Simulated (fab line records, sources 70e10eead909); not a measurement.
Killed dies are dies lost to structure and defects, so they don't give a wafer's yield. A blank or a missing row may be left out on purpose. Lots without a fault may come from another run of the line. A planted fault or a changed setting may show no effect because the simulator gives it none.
A struck lot beside a sound one | flow nand_harc | 15 steps out of a route of 1302
Sound: wafers L630.2, L630.4, L630.6. Struck: wafers L646.1, L646.2, L646.3. The cause comes at the end.
At each step with rows: each side's tool, then ch and its chambers, then its first start. Under that, the readings that differ: sound wafers | struck wafers | difference of the means | sigmas: that difference in standard deviations of wafers without a fault.
alike: readings whose means differ by less than 2 such deviations, and words and numbers that are the same on both sides. not compared: withheld readings, readings that some wafer has no value for, bounds like >300 that may hide the same value, and numbers for which the record gives no deviation and whose values overlap.
The two part at a step that has a row with sigmas, a row that says differs or no value, or rows on one side only. Numbers that don't overlap but have no deviation are shown without sigmas and don't part them. A reading that every wafer of one side lacks parts them only if that side has two wafers or more.

NHARC_P_ZERO_WELL_CD_MEAS_37: target cd 720 nm.
  sound on cd_sem-01 ch 0, day 2 02:35; struck on cd_sem-03 ch 0, day 8 17:25
  alike: cd_nm
then, 1 step without rows for these wafers: NHARC_P_ZERO_WELL_HARDBAKE_38 (time 80 s).
NHARC_P_ZERO_WELL_DESCUM_39: chemistry O2, time 3 s.
  sound on rie_diel-06 ch 1,2,3, day 2 02:45; struck on rie_diel-08 ch 0,1,2, day 8 17:35
  alike: drypump_motor_current_A, oes_product_au, rf_vpp_V, showerhead_plenum_p_Torr, throttle_valve_pct
  not compared: rf_hours_counter_h
then, 9 steps without rows for these wafers: NHARC_P_ZERO_WELL_IMPLANT_40; NHARC_P_ZERO_WELL_IMPLANT_59; NHARC_P_ZERO_WELL_IMPLANT_60; NHARC_P_ZERO_WELL_STRIP_41 (strips in SPM, time 840 s); NHARC_P_ZERO_WELL_DEHYDRATE_44 (time 120 s); NHARC_P_ZERO_WELL_HMDS_45 (time 30 s); NHARC_P_ZERO_WELL_COAT_46; NHARC_P_ZERO_WELL_SOFTBAKE_47 (time 95 s); NHARC_P_ZERO_WELL_EBR_48.
NHARC_P_ZERO_WELL_EXPOSE_49: exposes mask P HVPW, target cd 2000 nm.
  sound on krf_scanner-04 ch 0, day 2 04:05; struck on krf_scanner-02 ch 0, day 8 18:56
  reading                             | sound                   | struck            | difference | sigmas
  model.P_ZERO_WELL.overlay_x_nm (nm) | -0.1865 -0.1865 -0.1865 | 23.72 23.72 23.72 | +23.91     |
  alike: mask, stage_vel_mm_s
then, 1 step without rows for these wafers: NHARC_P_ZERO_WELL_PEB_50 (peb time 85 s).
-- the record jumps here: 23 days lie between the struck wafers' starts before and after (it left off in module P_ZERO_WELL and takes up again in module END, whose first step shown is number 1302 of the route) --
NHARC_END_SORT_01:
  sound on prober-02 ch 0, day 25 05:26; struck on prober-02 ch 0, day 31 12:04
  alike: killed_at_array, killed_at_other, killed_at_periphery, killed_dies, killed_open, killed_short

WHERE THEY PART
Nowhere in this record.

WHY: what the simulator had put in
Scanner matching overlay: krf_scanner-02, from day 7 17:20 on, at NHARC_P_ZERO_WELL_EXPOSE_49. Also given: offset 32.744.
